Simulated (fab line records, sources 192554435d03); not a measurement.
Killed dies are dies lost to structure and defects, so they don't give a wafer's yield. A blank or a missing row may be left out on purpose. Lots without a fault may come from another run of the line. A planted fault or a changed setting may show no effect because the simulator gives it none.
Chamber matching | flow n5_finfet | N5_FIN_CUT_CUT_ETCH_15 on rie_si-04: 4 sister chambers
The step etches Si in HBr/Cl2/O2, target depth 100 nm, bt time 10 s, time 42.4 s. 4 wafers are shown with their chamber, then 10 later ones without.

WAFERS WITH THEIR CHAMBER
wafer  | chamber | throttle_valve_pct (%)
L086.1 | 3       | 37.28
L086.2 | 1       | 37.28
L089.1 | 0       | 37.51
L089.2 | 2       | 37.33

WAFERS WITHOUT THEIR CHAMBER
wafer  | throttle_valve_pct (%)
L089.5 | 37.26
L092.2 | 37.51
L092.3 | 37.34
L092.5 | 37.51
L095.3 | 37.29
L095.4 | 37.52
L095.5 | 37.25
L097.1 | 37.34
L097.2 | 37.51
L097.3 | 37.29

WHICH CHAMBER EACH WENT THROUGH
wafer  | from the rows above     | in truth
L089.5 | can't be placed: 1 or 3 | 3
L092.2 | 0                       | 0
L092.3 | 2                       | 2
L092.5 | 0                       | 0
L095.3 | can't be placed: 1 or 3 | 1
L095.4 | 0                       | 0
L095.5 | can't be placed: 1 or 3 | 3
L097.1 | 2                       | 2
L097.2 | 0                       | 0
L097.3 | can't be placed: 1 or 3 | 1
Placed correctly: 6 of 10. Can't be placed from these rows: 4 (the true chamber is among the candidates in 4). Placed wrongly: 0.
How it was worked out, from the rows above alone: a wafer's distance from a chamber is the root of the sum, over the readings, of the square of ((its reading less the chamber's mean) divided by the reading's scatter). The wafer belongs to the nearest chamber; if the next one is less than 2 further off, it can't be placed. A chamber's mean is the mean of its shown wafers. The scatter: with one shown wafer a chamber, the root of the mean of the squares of how far each hidden wafer lies from its nearest shown one.
